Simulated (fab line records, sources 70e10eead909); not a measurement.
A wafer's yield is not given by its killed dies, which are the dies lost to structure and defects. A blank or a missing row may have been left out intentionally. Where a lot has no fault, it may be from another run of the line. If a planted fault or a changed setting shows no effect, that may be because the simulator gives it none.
Struck lot and sound lot, side by side | flow nand harc | 18 out of 1302 route steps
Sound: the wafers L323.2, L323.3, L323.5. Struck: wafer L317.6. Last of all comes the cause.
Per side, at each step with rows, come the tool, then ch with its chambers, and then its first start. Under that, the readings that differ: sound wafers | struck wafers | difference of the means | sigmas: that difference in standard deviations of wafers without a fault.
alike: same words and numbers on both sides, and readings whose means sit less than 2 such deviations apart. not compared: any withheld reading, any reading some wafer has no value for, any bound like >300 that may hide the same value, and any number with overlapping values for which the record gives no deviation.
A row with sigmas, a row that says differs or no value, or rows on one side alone: a step with any of these is where the two part. Non-overlapping numbers with no deviation appear without sigmas and do not part them. A reading missing from all wafers of one side parts the sides only when that side holds two or more wafers.

first, 1 step without rows for these wafers: NHARC_A_BONDPAD_HARDBAKE_10 (time 65 s).
NHARC_A_BONDPAD_DESCUM_11: chemistry O2, time 3 s.
  sound on rie diel-10 ch 0,1,3, day 29 04:41; struck on rie diel-09 ch 2, day 27 15:10
  alike: drypump motor current A, oes product au, rf vpp V, showerhead plenum p Torr, throttle valve pct
  not compared: rf hours counter h
then, 2 steps without rows for these wafers: NHARC_A_BONDPAD_ETCH_34 (etches the open film in N2/H2, target depth 60 nm, overetch 18 nm, time 65.91 s); NHARC_A_BONDPAD_ETCH_12 (etches the open film in CHF3/O2, target depth 220 nm, time 110 s).
NHARC_A_BONDPAD_CD_MEAS_13:
  sound on cd sem-02, day 29 05:00; struck on cd sem-01, day 27 15:27
  reading    | sound             | struck | difference | sigmas
  cd nm (nm) | 501.3 496.3 496.8 | 503.1  | +5.0       | +2
then, 3 steps without rows for these wafers: NHARC_A_BONDPAD_STRIP_15 (strips in O2); NHARC_A_BONDPAD_ETCH_24 (etches the open film in CF4/N2, target depth 30 nm, time 72.99 s); NHARC_A_BONDPAD_STRIP_16 (strips in post etch residue remover, time 600 s).
NHARC_A_BONDPAD_DEGAS_25: time 60 s.
  sound on pvd sputter-01, day 29 05:38; struck on pvd sputter-01, day 27 16:05
  alike: heater power w
then, 1 step without rows for these wafers: NHARC_A_BONDPAD_PRE_CLEAN_26 (time 30 s).
NHARC_A_BONDPAD_PVD_17: deposits TaN, target thk 5 nm, time 8.06 s.
  sound on pvd sputter-01; struck on pvd sputter-01
  alike: throttle valve pct
then, 1 step without rows for these wafers: NHARC_A_BONDPAD_PVD_27 (deposits Cu, target thk 30 nm, time 20.49 s).
NHARC_A_BONDPAD_ECD_18: material Cu, target thk 400 nm.
  sound on ecd cu-01 ch 0,1, day 29 06:10; struck on ecd cu-02 ch 1, day 27 16:37
  not compared: bath heat duty pct, bath temp c
NHARC_A_BONDPAD_ANNEAL_28: time 90 s.
  sound on rtp anneal-01 ch 0, day 29 06:36; struck on rtp anneal-01 ch 0, day 27 17:03
  alike: wafer_temp_C_max
NHARC_A_BONDPAD_CMP_19: polishes, t overpolish 30 s, cu recess touch 16 s, target thk 169.82 nm.
  sound on cmp-02 ch 0,2,3, day 29 06:55; struck on cmp-03 ch 2, day 27 17:17
  alike: motor current A, overpolish run s
  not compared: pad life wafers
NHARC_A_BONDPAD_THK_MEAS_20: measures by xrf.
  sound on film metro-02, day 29 07:13; struck on film metro-02, day 27 17:28
  reading     | sound             | struck | difference | sigmas
  thk nm (nm) | 171.5 169.1 170.8 | 29.3   | -141.2     | -88
then, 1 step without rows for these wafers: NHARC_A_BONDPAD_SRD_21 (time 30 s, dry time 20 s).
NHARC_END_SORT_01:
  the record has rows for the sound wafers here (prober-02 ch 0, day 30 14:46) and none for the struck ones

== WHERE THEY PART ==
First at NHARC_A_BONDPAD_CD_MEAS_13; last, within this record, at NHARC_END_SORT_01.

WHY: whatever the simulator had introduced
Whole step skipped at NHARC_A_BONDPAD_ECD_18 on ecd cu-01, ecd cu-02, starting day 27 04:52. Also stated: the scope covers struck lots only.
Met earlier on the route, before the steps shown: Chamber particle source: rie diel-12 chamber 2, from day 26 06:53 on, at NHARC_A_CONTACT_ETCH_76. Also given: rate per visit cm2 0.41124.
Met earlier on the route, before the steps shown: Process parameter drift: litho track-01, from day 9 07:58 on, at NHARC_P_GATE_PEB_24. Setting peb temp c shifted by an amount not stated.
